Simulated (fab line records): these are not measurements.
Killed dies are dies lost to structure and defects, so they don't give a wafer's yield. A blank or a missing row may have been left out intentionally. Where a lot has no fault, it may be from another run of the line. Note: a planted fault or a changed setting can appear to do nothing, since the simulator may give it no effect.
Comparing a struck lot with a sound one | flow n5 finfet | 16 steps out of a route of 1938
Sound: wafers L440.1, L440.5, L440.6. Struck: wafer L457.6. (L457.4 of the same lot was not struck and is left out.) The cause comes at the end.
At each step with rows: each side's tool, then ch and its chambers, then its first start. Under that, the readings that differ: sound wafers | struck wafers | difference of the means | sigmas: that difference in standard deviations of wafers without a fault.
alike: readings with means less than 2 such deviations apart, plus words and numbers identical on both sides. not compared: withheld readings, readings lacking a value on some wafer, bounds such as >300 that could conceal the same value, and numbers that have no deviation in the record and whose values overlap.
A row with sigmas, a row that says differs or no value, or rows on one side alone: a step with any of these is where the two part. Numbers that don't overlap but have no deviation are shown without sigmas and don't part them. Lack of a reading on every wafer of one side parts them only where that side has two or more wafers.

first, 2 steps without rows for these wafers: N5_BEOL_M2_SPUTTER_92 (material Cu, target thk 4.5 nm, time 8.29 s); N5_BEOL_M2_ANNEAL_93 (time 240 s).
N5_BEOL_M2_SPUTTER_94: material Cu, target thk 4.5 nm, time 8.29 s.
  sound on pvd sputter-02 at day 7 07:57; struck on pvd sputter-01 at day 13 06:01
  alike: throttle valve pct
N5_BEOL_M2_ANNEAL_95: time 240 s.
  sound on pvd sputter-02 at day 7 08:02; struck on pvd sputter-01 at day 13 06:06
  alike: heater power w, susceptor_temp_C_max
N5_BEOL_M2_SPUTTER_96: material Cu, target thk 4.5 nm, time 8.29 s.
  sound on pvd sputter-02 at day 7 08:10; struck on pvd sputter-01 at day 13 06:14
  alike: throttle valve pct
then, 1 step without rows for these wafers: N5_BEOL_M2_ECD_50 (material Cu, target thk 300 nm).
N5_BEOL_M2_ANNEAL_51: time 90 s.
  sound on rtp anneal-01 ch 0, day 7 08:22; struck on rtp anneal-02 ch 0, day 13 06:49
  alike: wafer_temp_C_max
N5_BEOL_M2_CMP_52: polishes, stops on SiOC, t overpolish 6.8 s, target thk 40 nm.
  sound on cmp-01 ch 1,2, day 7 08:43; struck on cmp-01 ch 3, day 13 07:14
  alike: barrier field endpoint s, motor current A, overpolish run s, time to endpoint s
N5_BEOL_M2_THK_MEAS_53: measures by xrf.
  sound on film metro-01 at day 7 08:58; struck on film metro-02 at day 13 07:26
  alike: M2_THK
then, 3 steps without rows for these wafers: N5_BEOL_M2_PRE_CLEAN_60 (time 15 s); N5_BEOL_M2_CO_CAP_55 (material Co, precursor CCTBA/H2, target thk 2 nm, time 102.1 s); N5_BEOL_M2_PRE_CLEAN_56 (time 15 s).
N5_BEOL_M2_DEP_57: deposits SiCN from 3MS/NH3, target thk 8 nm, time 14 s.
  sound on pecvd-01 ch 0,1,2, day 7 09:10; struck on pecvd-03 ch 1, day 13 07:38
  reading                                  | sound       | struck | difference | sigmas
  model.SiCN_of_BEOL_M2_DEP_57.thk nm (nm) | 8.2 8.2 8.2 | 7      | -1         |
  alike: showerhead plenum p Torr, throttle valve pct
N5_BEOL_M2_RS_MEAS_58: the measuring method here is four-point-probe.
  sound on film metro-02 at day 7 09:13; struck on film metro-02 at day 13 07:41
  alike: M2_RS
N5_BEOL_M4_RC_MEAS_101:
  sound on prober-02 ch 0, day 10 11:38; struck on prober-01 ch 0, day 14 12:12
  alike: DIBL_N, DIBL_P, IOFF_N, IOFF_P, ION_N, ION_P, SS_N, SS_P, VT_N, VT_P
N5_PASSIVATION_PROBE_49:
  the record has rows for the sound wafers here (prober-02, day 15 01:22) and none for the struck ones

## WHERE THEY PART
At N5_PASSIVATION_PROBE_49 and nowhere else, as far as this record goes.

WHY: what had been put in by the simulator
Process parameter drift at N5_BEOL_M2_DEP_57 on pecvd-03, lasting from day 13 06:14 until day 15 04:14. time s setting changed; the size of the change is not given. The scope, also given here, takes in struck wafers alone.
